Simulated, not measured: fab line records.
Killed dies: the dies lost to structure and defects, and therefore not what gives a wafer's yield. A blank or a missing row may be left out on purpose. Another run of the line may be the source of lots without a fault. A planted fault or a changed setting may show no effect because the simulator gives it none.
A lot that was struck, set against a sound lot -- flow n5 finfet -- 14 steps out of a route of 1938
Sound: these wafers, L411.2, L411.3, L411.6. Struck: wafer L422.2 (L422.3, L422.5, from the same lot, were not struck and are left out); the cause is given at the end.
Per side, at each step with rows, come the tool, then ch with its chambers, and then its first start. Under that, the readings that differ: sound wafers -- struck wafers -- difference of the means -- sigmas: that difference in standard deviations of wafers without a fault.
alike: a reading whose means differ by less than 2 such deviations, as well as words and numbers matching on both sides. not compared: withheld readings; readings where some wafer has no value; bounds like >300 that might hide an equal value; numbers whose values overlap and for which the record gives no deviation.
A row with sigmas, a row that says differs or no value, or rows on one side alone: a step with any of these is where the two part. Numbers that have no deviation but don't overlap get no sigmas and don't part them. A reading that every wafer of one side lacks parts them only if that side has two wafers or more.

first, 1 step without rows for these wafers: N5_BEOL_M15_STRIP_62 (strips in O2).
N5_BEOL_M15_STRIP_37: strips in O2.
  sound on rie diel-05 ch 0,2; struck on rie diel-02 ch 1
reading,sound,struck,difference,sigmas
drypump motor current A (A),5.3 5.0 5.3,6.4,+1.2,+2
showerhead plenum p Torr (Torr),2.03 2.17 2.03,2.22,+0.14,+2
  alike: o2 flow sccm, oes product au, rf vpp V, throttle valve pct
  not compared: rf hours counter h
then, 3 steps without rows for these wafers: N5_BEOL_M15_ETCH_38 (etches SiCN in CF4/N2, target depth 106.4 nm, time 120.5 s); N5_BEOL_M15_PRECLEAN_39 (cleans in residue remover, time 60 s); N5_BEOL_M15_SRD_40 (time 30 s, dry time 30 s).
N5_BEOL_M15_DEGAS_41: time 60 s.
  struck on pvd sputter-03, day 16 22:47; sound on pvd sputter-02, day 14 16:51
reading,sound,struck,difference,sigmas
heater power w (W),458 490 496,425,-56,-2
then, 2 steps without rows for these wafers: N5_BEOL_M15_PRE_CLEAN_42 (time 30 s); N5_BEOL_M15_SPUTTER_43 (material TaN, target thk 15 nm, time 24.19 s).
N5_BEOL_M15_SPUTTER_44: material Ta, target thk 15 nm, time 24.19 s.
  struck on pvd sputter-03, day 16 22:56; sound on pvd sputter-02, day 14 17:01
  alike: throttle valve pct
N5_BEOL_M15_SPUTTER_45: material Cu, target thk 100 nm, time 16.67 s.
  struck on pvd sputter-03, day 16 23:01; sound on pvd sputter-02, day 14 17:05
  alike: throttle valve pct
then, 1 step without rows for these wafers: N5_BEOL_M15_ECD_47 (material Cu, target thk 1860 nm).
N5_BEOL_M15_ANNEAL_48: time 90 s.
  sound on rtp anneal-02 ch 0, day 14 17:32; struck on rtp anneal-01 ch 0, day 16 23:28
  alike: wafer_temp_C_max
N5_BEOL_M15_CMP_49: polishes, stops on SiO2, t overpolish 4.9 s, target thk 850 nm.
  sound on cmp-01 ch 1,2, day 14 17:47; struck on cmp-02 ch 1, day 16 23:59
reading,sound,struck,difference,sigmas
barrier field endpoint s (s),11.50 11.62 11.52,12.90,+1.35,+6
head pressure psi (psi),1.995 2.005 2.003,1.694,-0.307,-64
motor current A (A),8.3 6.2 7.0,9.1,+1.9,+2
overpolish run s (s),4.895 4.899 4.890,4.916,+0.021,+2
  alike: clearing platen down force psi
  not compared: pad life wafers
N5_PASSIVATION_PROBE_49:
  rows exist in the record for the sound wafers here (prober-01, day 15 09:17), none for the struck ones

## WHERE THEY PART
Last at N5_PASSIVATION_PROBE_49 as far as this record goes, first at N5_BEOL_M15_STRIP_37.

WHY: whatever the simulator had introduced
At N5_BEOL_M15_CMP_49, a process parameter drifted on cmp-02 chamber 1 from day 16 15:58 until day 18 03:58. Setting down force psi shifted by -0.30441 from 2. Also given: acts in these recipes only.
